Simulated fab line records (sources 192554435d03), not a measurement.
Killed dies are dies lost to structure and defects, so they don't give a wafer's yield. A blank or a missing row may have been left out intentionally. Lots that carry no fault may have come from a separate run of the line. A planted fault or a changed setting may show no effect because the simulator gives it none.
Chamber matching :: flow n5 finfet :: 4 sister chambers for N5_BEOL_M9_DESCUM_16 on rie diel-06
The step chemistry O2, time 7.9 s. 8 wafers are shown with their chamber, then 7 later ones without.

## EACH WAFER AND ITS CHAMBER
wafer: L077.4
chamber: 1
throttle valve pct (%): 20.25
drypump motor current A (A): 5.7

wafer: L083.2
chamber: 2
throttle valve pct (%): 20.55
drypump motor current A (A): 5.8

wafer: L083.3
chamber: 3
throttle valve pct (%): 20.38
drypump motor current A (A): 5.2

wafer: L081.3
chamber: 2
throttle valve pct (%): 20.55
drypump motor current A (A): 5.8

wafer: L081.5
chamber: 0
throttle valve pct (%): 20.70
drypump motor current A (A): 5.4

wafer: L081.6
chamber: 3
throttle valve pct (%): 20.40
drypump motor current A (A): 5.1

wafer: L084.2
chamber: 0
throttle valve pct (%): 20.70
drypump motor current A (A): 5.4

wafer: L084.3
chamber: 1
throttle valve pct (%): 20.25
drypump motor current A (A): 5.7

## WAFERS WITHOUT THEIR CHAMBER
wafer: L084.4
throttle valve pct (%): 20.55
drypump motor current A (A): 5.8

wafer: L086.4
throttle valve pct (%): 20.28
drypump motor current A (A): 5.7

wafer: L086.5
throttle valve pct (%): 20.41
drypump motor current A (A): 5.2

wafer: L086.6
throttle valve pct (%): 20.72
drypump motor current A (A): 5.4

wafer: L088.2
throttle valve pct (%): 20.57
drypump motor current A (A): 5.8

wafer: L088.3
throttle valve pct (%): 20.28
drypump motor current A (A): 5.7

wafer: L088.5
throttle valve pct (%): 20.70
drypump motor current A (A): 5.4

## WHICH CHAMBER EACH WENT THROUGH
wafer: L084.4
from the rows above: 2
in truth: 2

wafer: L086.4
from the rows above: 1
in truth: 1

wafer: L086.5
from the rows above: 3
in truth: 3

wafer: L086.6
from the rows above: 0
in truth: 0

wafer: L088.2
from the rows above: 2
in truth: 2

wafer: L088.3
from the rows above: 1
in truth: 1

wafer: L088.5
from the rows above: 0
in truth: 0
Correct placement for 7 of the 7. Can't be placed from these rows: 0. Number placed wrongly: 0.
How it was worked out, from the rows above alone: a wafer's distance from a chamber is the root of the sum, over the readings, of the square of ((its reading less the chamber's mean) divided by the reading's scatter). The wafer belongs to the nearest chamber; if the next one is less than 2 further off, it can't be placed. A chamber's mean is the mean of its shown wafers. The scatter is the square root of a quotient: the sum, over the shown wafers, of each reading's squared deviation from its chamber's mean, divided by wafers minus chambers.
